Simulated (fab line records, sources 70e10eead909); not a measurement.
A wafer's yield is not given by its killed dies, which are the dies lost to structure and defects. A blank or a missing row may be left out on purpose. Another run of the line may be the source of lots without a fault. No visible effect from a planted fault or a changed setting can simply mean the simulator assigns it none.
The tool behind it: which one? ; flow nandHarc ; 6 lots, 18 wafers sampled, at 4 steps of a route of 1159

WHAT THE GAUGES READ, wafer by wafer
NHARC_P_GATE_CD_MEAS_91 targets a cd of 2000 nm.
lot;measured;on;cdNm (nm)
L501;day 5 11:43;cdSem-01;2000.4 1997.6 1998.4
L504;day 6 05:59;cdSem-01;1997.8 2000.8 2000.5
L508;day 7 14:16;cdSem-01;2001.2 2000.5 2000.0
L509;day 7 20:48;cdSem-01;1981.4 1981.7 1979.0
L520;day 10 08:19;cdSem-01;2001.7 2001.4 1999.7
L523;day 11 03:04;cdSem-03;2000.6 2000.8 2000.1

WHAT TOOL EACH LOT RAN ON (gives the tool, then ch and the chambers of the sampled wafers, and finally the start)
lot;NHARC_P_GATE_ALD_36;NHARC_P_GATE_STRIP_112;NHARC_P_GATE_EXPOSE_88
L501;aldSin-03 ch 0,1,3, day 5 00:16;plasmaAsher-02 ch 0,1, day 5 10:40;krfScanner-04 ch 0, day 5 11:34
L504;aldSin-02 ch 1,2,3, day 5 19:24;plasmaAsher-01 ch 0,1, day 6 04:55;krfScanner-04 ch 0, day 6 05:50
L508;aldSin-04 ch 0,2,3, day 7 00:46;plasmaAsher-01 ch 0,1, day 7 13:08;krfScanner-01 ch 0, day 7 14:07
L509;aldSin-02 ch 0,1, day 7 06:37;plasmaAsher-01 ch 0, day 7 19:37;krfScanner-03 ch 0, day 7 20:39
L520;aldSin-03 ch 0,3, day 9 18:13;plasmaAsher-02 ch 0,1, day 10 07:08;krfScanner-01 ch 0, day 10 08:10
L523;aldSin-04 ch 0,2, day 10 14:09;plasmaAsher-02 ch 0,1, day 11 02:01;krfScanner-04 ch 0, day 11 02:55
- NHARC_P_GATE_ALD_36: deposits SiNx, target thk 20 nm, pulse time 60 s, ald cycles 223.
- NHARC_P_GATE_STRIP_112: strips in N2/H2, time 200 s.
- NHARC_P_GATE_EXPOSE_88: exposes mask P HVN, target cd 2000 nm.

THE ANSWER, worked out from the rows above alone
Rule: the lots themselves supply what counts as usual. The widest of any qualifying gaps counts: lots, ordered by their means at a reading, are off when they make up no more than a third of the lots, leave a main group of 4 or more, and stand apart from it by 3 or more times the standard deviation of that group's means. Not used: any main group whose means are identical at the precision the tables above print for the reading. A lot without any number at a reading at which 4 lots or more have one is off too. All remaining lots with rows at the step are treated as sound.
Off at NHARC_P_GATE_CD_MEAS_91 (cdNm): L509. The main group: mean 2000.1 nm, standard deviation 0.76.
A tool fits if, at a process step before that reading, it ran every lot that is off, and no sound lot after the first of them. Those tools and the gauges at NHARC_P_GATE_CD_MEAS_91 are tried in the same way. Can't be told from this: 3 tools fit, aldSin-02 at NHARC_P_GATE_ALD_36, plasmaAsher-01 at NHARC_P_GATE_STRIP_112, krfScanner-03 at NHARC_P_GATE_EXPOSE_88.

WHAT WAS PUT IN BY THE SIMULATOR
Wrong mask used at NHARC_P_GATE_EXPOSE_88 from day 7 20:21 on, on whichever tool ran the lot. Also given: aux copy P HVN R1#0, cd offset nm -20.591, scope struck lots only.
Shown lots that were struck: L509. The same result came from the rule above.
